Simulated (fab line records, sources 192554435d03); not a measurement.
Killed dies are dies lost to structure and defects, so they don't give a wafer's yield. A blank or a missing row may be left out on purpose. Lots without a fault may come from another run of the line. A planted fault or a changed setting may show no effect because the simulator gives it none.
A struck lot beside a sound one | flow n5_finfet | 26 steps out of a route of 1938
Sound: wafers L827.1, L827.3, L827.5. Struck: wafers L836.1, L836.2, L836.4. The cause comes at the end.
At each step with rows: each side's tool, then ch and its chambers, then its first start. Under that, the readings that differ: sound wafers | struck wafers | difference of the means | sigmas: that difference in standard deviations of wafers without a fault.
alike: readings whose means differ by less than 2 such deviations, and words and numbers that are the same on both sides. not compared: withheld readings, readings that some wafer has no value for, bounds like >300 that may hide the same value, and numbers for which the record gives no deviation and whose values overlap.
The two part at a step that has a row with sigmas, a row that says differs or no value, or rows on one side only. Numbers that don't overlap but have no deviation are shown without sigmas and don't part them. A reading that every wafer of one side lacks parts them only if that side has two wafers or more.

first, 1 step without rows for these wafers: N5_FIN_SAQP_SRD_01 (time 30 s).
N5_FIN_SAQP_ALD_61: deposits SiO2, target thk 4 nm, pulse time 1 s, purge time 2 s.
  sound on ald_sin-04 ch 0,3, day 5 02:57; struck on ald_sin-04 ch 1,2,3, day 7 09:48
  alike: heater_power_w, precursor_pulse_height_rel
then, 1 step without rows for these wafers: N5_FIN_SAQP_DENSIFY_62 (time 60 s).
N5_FIN_SAQP_HM_DEP_03: deposits SiNx from SiH4/NH3/N2, target thk 38 nm, time 33.6 s.
  sound on pecvd-01 ch 0,2, day 5 03:22; struck on pecvd-03 ch 1,2, day 7 10:14
  reading                         | sound          | struck         | difference | sigmas
  showerhead_plenum_p_Torr (Torr) | 5.13 5.22 5.24 | 5.10 5.05 5.07 | -0.12      | -3
  alike: heater_power_w, throttle_valve_pct
N5_FIN_SAQP_THK_MEAS_05:
  sound on film_metro-01, day 5 03:27; struck on film_metro-01, day 7 10:19
  alike: thk_nm
N5_FIN_SAQP_PECVD_47: deposits a-Si from SiH4/He, target thk 45 nm, time 36.3 s.
  sound on pecvd-01 ch 0,1,2, day 5 03:29; struck on pecvd-01 ch 0,1,2, day 7 10:21
  alike: heater_power_w, showerhead_plenum_p_Torr, throttle_valve_pct
N5_FIN_SAQP_PECVD_48: deposits SiNx from SiH4/NH3/N2, target thk 25 nm, time 22.1 s.
  sound on pecvd-01 ch 0,1,2, day 5 03:32; struck on pecvd-01 ch 0,1,2, day 7 10:23
  alike: heater_power_w, showerhead_plenum_p_Torr, throttle_valve_pct
then, 1 step without rows for these wafers: N5_FIN_SAQP_PECVD_06 (deposits a-Si from SiH4/He, target thk 60 nm, time 48.1 s).
N5_FIN_SAQP_THK_MEAS_07:
  sound on film_metro-01, day 5 03:40; struck on film_metro-02, day 7 10:31
  alike: thk_nm
N5_FIN_SAQP_HM_DEP_72: deposits SiO2 from SiH4/N2O, target thk 12 nm, time 7.2 s.
  sound on pecvd-03 ch 0,1,2, day 5 03:41; struck on pecvd-01 ch 1,2, day 7 10:34
  alike: heater_power_w, showerhead_plenum_p_Torr
then, 2 steps without rows for these wafers: N5_FIN_SAQP_COAT_49 (time 60 s, resist thk 100 nm); N5_FIN_SAQP_COAT_50 (time 60 s, resist thk 35 nm).
N5_FIN_SAQP_COAT_10: resist thk 90 nm.
  sound on litho_track-04 ch 0, day 5 03:47; struck on litho_track-05 ch 0, day 7 10:38
  reading                                       | sound                | struck               | difference | sigmas
  spin_speed_rpm (rpm)                          | 1500.0 1498.5 1500.0 | 1605.7 1605.4 1604.0 | +105.5     | +99 or more
  model.CAR-ArF_of_FIN_SAQP_COAT_10.thk_nm (nm) | 90.08 90 90.04       | 87.48 87.58 87.79    | -2.42      |
  alike: dispense_pressure_kPa
then, 5 steps without rows for these wafers: N5_FIN_SAQP_EBR_12; N5_FIN_SAQP_SOFTBAKE_11 (time 60 s); N5_FIN_SAQP_EXPOSE_13 (exposes mask FIN CORE, target cd 35.6 nm); N5_FIN_SAQP_PEB_14 (peb time 60 s); N5_FIN_SAQP_DEVELOP_15 (develop time 30 s).
N5_FIN_SAQP_CD_MEAS_16: target cd 35.6 nm.
  sound on cd_sem-01 ch 0, day 5 04:01; struck on cd_sem-01 ch 0, day 7 10:53
  reading    | sound          | struck         | difference | sigmas
  cd_nm (nm) | 35.5 36.7 35.9 | 34.5 35.4 35.3 | -1.0       | -2
N5_FIN_SAQP_OVL_MEAS_17:
  sound on overlay-02 ch 0, day 5 04:04; struck on overlay-02 ch 0, day 7 10:55
  alike: FIN_CORE_OVL
N5_FIN_SAQP_INSPECT_18: inspects for defects (brightfield).
  sound on defect_inspect-01, day 5 04:05; struck on defect_inspect-01, day 7 10:56
  alike: raw_defect_count
then, 1 step without rows for these wafers: N5_FIN_SAQP_DESCUM_21 (chemistry O2, time 7.9 s).
N5_FIN_SAQP_ETCH_51: etches SiARC in CF4, target depth 45.5 nm, time 75.8 s.
  sound on rie_diel-04 ch 0,1, day 5 04:09; struck on rie_diel-04 ch 1,2,3, day 7 11:12
  reading                                       | sound             | struck            | difference | sigmas
  model.CAR-ArF_of_FIN_SAQP_COAT_10.thk_nm (nm) | 50.97 50.84 50.99 | 48.37 48.47 48.69 | -2.42      |
  alike: drypump_motor_current_A, etch_rf_on_time_s, mfc_ar_sccm, oes_product_au, rf_vpp_V, showerhead_plenum_p_Torr, throttle_valve_pct
  not compared: rf_hours_counter_h
then, 1 step without rows for these wafers: N5_FIN_SAQP_ETCH_52 (etches SOC in N2/H2, target depth 100 nm, overetch 20 nm, time 150 s).
-- the record jumps here: 7 days lie between the struck wafers' starts before and after (it left off in module FIN_SAQP and takes up again in module BEOL_M4, whose first step shown is number 1111 of the route) --
N5_BEOL_M4_RC_MEAS_101:
  sound on prober-01 ch 0, day 11 23:21; struck on prober-02 ch 0, day 14 07:03
  reading       | sound          | struck         | difference | sigmas
  SS_N (mV/dec) | 72.4 73.0 71.8 | 70.7 70.8 70.7 | -1.7       | -2
  alike: DIBL_N, DIBL_P, IOFF_N, IOFF_P, ION_N, ION_P, SS_P, VT_N, VT_P
then, 1 step without rows for these wafers: N5_PASSIVATION_PROBE_49.

WHERE THEY PART
First at N5_FIN_SAQP_HM_DEP_03; last, within this record, at N5_BEOL_M4_RC_MEAS_101.

WHY: what the simulator had put in
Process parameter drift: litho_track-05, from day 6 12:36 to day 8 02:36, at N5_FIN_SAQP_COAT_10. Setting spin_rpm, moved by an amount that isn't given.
